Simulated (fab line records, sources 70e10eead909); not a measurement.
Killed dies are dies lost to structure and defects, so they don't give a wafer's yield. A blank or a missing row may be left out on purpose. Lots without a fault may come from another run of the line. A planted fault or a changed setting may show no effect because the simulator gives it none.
Chamber matching | flow nand_harc | NHARC_P_M0_DEP_32 on pecvd-04: 3 sister chambers
The step deposits SiCN, target thk 30 nm. 3 wafers are shown with their chamber, then 7 later ones without.

WAFERS WITH THEIR CHAMBER
wafer  | chamber | heater_power_w (W)
L079.4 | 2       | 572
L085.2 | 0       | 468
L085.3 | 1       | 605

WAFERS WITHOUT THEIR CHAMBER
wafer  | heater_power_w (W)
L085.4 | 613
L093.1 | 474
L093.3 | 747
L093.5 | 489
L095.1 | 589
L095.4 | 663
L095.5 | 712

WHICH CHAMBER EACH WENT THROUGH
wafer  | from the rows above          | in truth
L085.4 | can't be placed: 1 or 2 or 0 | 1
L093.1 | can't be placed: 0 or 2 or 1 | 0
L093.3 | can't be placed: 1 or 2 or 0 | 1
L093.5 | can't be placed: 0 or 2 or 1 | 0
L095.1 | can't be placed: 1 or 2 or 0 | 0
L095.4 | can't be placed: 1 or 2 or 0 | 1
L095.5 | can't be placed: 1 or 2 or 0 | 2
Placed correctly: 0 of 7. Can't be placed from these rows: 7 (the true chamber is among the candidates in 7). Placed wrongly: 0.
How it was worked out, from the rows above alone: a wafer's distance from a chamber is the root of the sum, over the readings, of the square of ((its reading less the chamber's mean) divided by the reading's scatter). The wafer belongs to the nearest chamber; if the next one is less than 2 further off, it can't be placed. A chamber's mean is the mean of its shown wafers. The scatter: with one shown wafer a chamber, the root of the mean of the squares of how far each hidden wafer lies from its nearest shown one.
